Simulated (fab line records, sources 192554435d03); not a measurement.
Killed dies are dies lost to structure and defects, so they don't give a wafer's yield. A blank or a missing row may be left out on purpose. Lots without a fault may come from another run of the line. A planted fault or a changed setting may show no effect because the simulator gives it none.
Split-lot experiment | flow n5_finfet | 7 lots, 39 wafers read, on a route of 1938 steps

THE SPLIT
At N5_MOL_CONTACT_COAG_ETCH_124 (etches SiNx in CH3F/O2, stops on SiOC, target depth 6.5 nm), the setting target_depth_a was moved away from the recipe's 65 angstrom on 12 of the 39 wafers read, by -57.3% to +52.0%. The other wafers ran this setting at the recipe's value.

The reading is taken at the split's own step.

THE READING
SOC_of_MOL_CONTACT_COAG_COAT_62.thk_nm (the simulator's own value, which no gauge read), in nm, at N5_MOL_CONTACT_COAG_ETCH_124 (etches SiNx in CH3F/O2, stops on SiOC, target depth 6.5 nm). The file gives no usual value for it. The 27 wafers here that ran the recipe average 48.5 nm, standard deviation 0.21 nm.

wafer  | tool, chamber at the split | target_depth_a as run, angstrom | against the recipe | SOC_of_MOL_CONTACT_COAG_COAT_62.thk_nm, nm | against lot-mates on the recipe
L076.1 | rie_diel-04, 0             | 65                              | recipe             | 48.6                                       | -
L076.2 | rie_diel-04, 3             | 65                              | recipe             | 48.6                                       | -
L076.3 | rie_diel-04, 2             | 98.83                           | +52.0%             | 46.6                                       | -1.9
L076.4 | rie_diel-04, 1             | 98.83                           | +52.0%             | 47                                         | -1.5
L076.5 | rie_diel-04, 0             | 65                              | recipe             | 48.4                                       | -
L076.6 | rie_diel-04, 1             | 98.83                           | +52.0%             | 46.8                                       | -1.7
L077.1 | rie_diel-02, 3             | 65                              | recipe             | 48.8                                       | -
L077.2 | rie_diel-02, 0             | 48.09                           | -26.0%             | 49.2                                       | +0.6
L077.3 | rie_diel-02, 2             | 65                              | recipe             | 48.6                                       | -
L077.4 | rie_diel-02, 1             | 48.09                           | -26.0%             | 49.4                                       | +0.8
L077.5 | rie_diel-02, 0             | 65                              | recipe             | 48.4                                       | -
L077.6 | rie_diel-02, 3             | 48.09                           | -26.0%             | 49.4                                       | +0.8
L078.1 | rie_diel-04, 2             | 65                              | recipe             | 48.6                                       | -
L078.2 | rie_diel-04, 0             | 65                              | recipe             | 48.2                                       | -
L078.3 | rie_diel-04, 1             | 65                              | recipe             | 48.6                                       | -
L078.4 | rie_diel-04, 3             | 65                              | recipe             | 48.6                                       | -
L078.5 | rie_diel-04, 3             | 65                              | recipe             | 48.8                                       | -
L078.6 | rie_diel-04, 0             | 65                              | recipe             | 48.4                                       | -
L086.1 | rie_diel-02, 2             | 27.78                           | -57.3%             | 49.8                                       | +1.5
L086.2 | rie_diel-02, 0             | 65                              | recipe             | 48.2                                       | -
L086.3 | rie_diel-02, 1             | 27.78                           | -57.3%             | 49.8                                       | +1.5
L086.4 | rie_diel-02, 3             | 65                              | recipe             | 48.4                                       | -
L086.5 | rie_diel-02, 3             | 65                              | recipe             | 48.2                                       | -
L086.6 | rie_diel-02, 0             | 27.78                           | -57.3%             | 50                                         | +1.7
L090.1 | rie_diel-02, 1             | 76                              | +16.9%             | 48                                         | -0.7
L090.2 | rie_diel-02, 2             | 76                              | +16.9%             | 48.2                                       | -0.5
L090.3 | rie_diel-02, 0             | 76                              | +16.9%             | 48.2                                       | -0.5
L090.4 | rie_diel-02, 3             | 65                              | recipe             | 48.8                                       | -
L090.5 | rie_diel-02, 3             | 65                              | recipe             | 48.8                                       | -
L090.6 | rie_diel-02, 0             | 65                              | recipe             | 48.6                                       | -
L092.1 | rie_diel-02, 0             | 65                              | recipe             | 48.2                                       | -
L092.2 | rie_diel-02, 3             | 65                              | recipe             | 48.6                                       | -
L092.3 | rie_diel-02, 2             | 65                              | recipe             | 48.2                                       | -
L092.4 | rie_diel-02, 0             | 65                              | recipe             | 48.4                                       | -
L092.5 | rie_diel-02, 3             | 65                              | recipe             | 48.6                                       | -
L092.6 | rie_diel-02, 2             | 65                              | recipe             | 48.2                                       | -
L094.1 | rie_diel-04, 0             | 65                              | recipe             | 48.6                                       | -
L094.2 | rie_diel-04, 2             | 65                              | recipe             | 48.6                                       | -
L094.6 | rie_diel-04, 3             | 65                              | recipe             | 48.8                                       | -

THE FIT
A straight line over all 39 wafers: SOC_of_MOL_CONTACT_COAG_COAT_62.thk_nm changes by -0.028 nm for each +1% of target_depth_a; r = -0.95; the points scatter about the line by 0.22 nm.
The same after taking each lot's own level away (the mean of its wafers on the recipe; 39 wafers): -0.0304 nm for each +1%; r = -0.98; scatter 0.15 nm.
On that fit, the largest move of target_depth_a shifts the reading by 1.7 nm.
The lots' own levels span 48.27 to 48.73 nm, that is 2.3 times the standard deviation above.
So the lot-to-lot level changes the slope little: the two slopes agree.
Check: with one of the wafers moved furthest among these (-57.3%) left out of the fit, the line predicts +1.75 nm for it against its lot-mates. It came out at +1.53 nm against them.

OTHER SPLITS ON THESE WAFERS
These wafers also went through other splits before the reading. Each is held against what the fit with the lots' levels taken away leaves over:
other split on the same wafers     | wafers away from the commonest value | r with SOC_of_MOL_CONTACT_COAG_COAT_62.thk_nm (lot level and that fit taken away)
N5_FIN_SAQP_HM_DEP_03 time_s       | 15                                   | +0.14
N5_DUMMY_GATE_DESCUM_20 time_s     | 15                                   | +0.09
N5_HKMG_FIN_ETCH_67 target_depth_a | 12                                   | +0.19

THE WHOLE CHAIN: every reading that the file lists as answering this split, in the file's order
step                         | what it does                                               | reading                                                                                 | change (the file's fit)                                                              | r (the file's)
N5_MOL_CONTACT_COAG_ETCH_124 | etches SiNx in CH3F/O2, stops on SiOC, target depth 6.5 nm | etch.depth_nm (the simulator's own value, which no gauge read)                          | not straight: 2.782 at the lowest setting, 4.995 at the recipe, 5.008 at the highest | not given
N5_MOL_CONTACT_COAG_ETCH_124 | etches SiNx in CH3F/O2, stops on SiOC, target depth 6.5 nm | SOC_of_MOL_CONTACT_COAG_COAT_62.thk_nm (the simulator's own value, which no gauge read) | -0.0304 nm for each +1% of the setting                                               | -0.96

THE FILE'S OWN FIT
SOC_of_MOL_CONTACT_COAG_COAT_62.thk_nm changes by -0.0304 nm for each +1% of target_depth_a, r = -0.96.
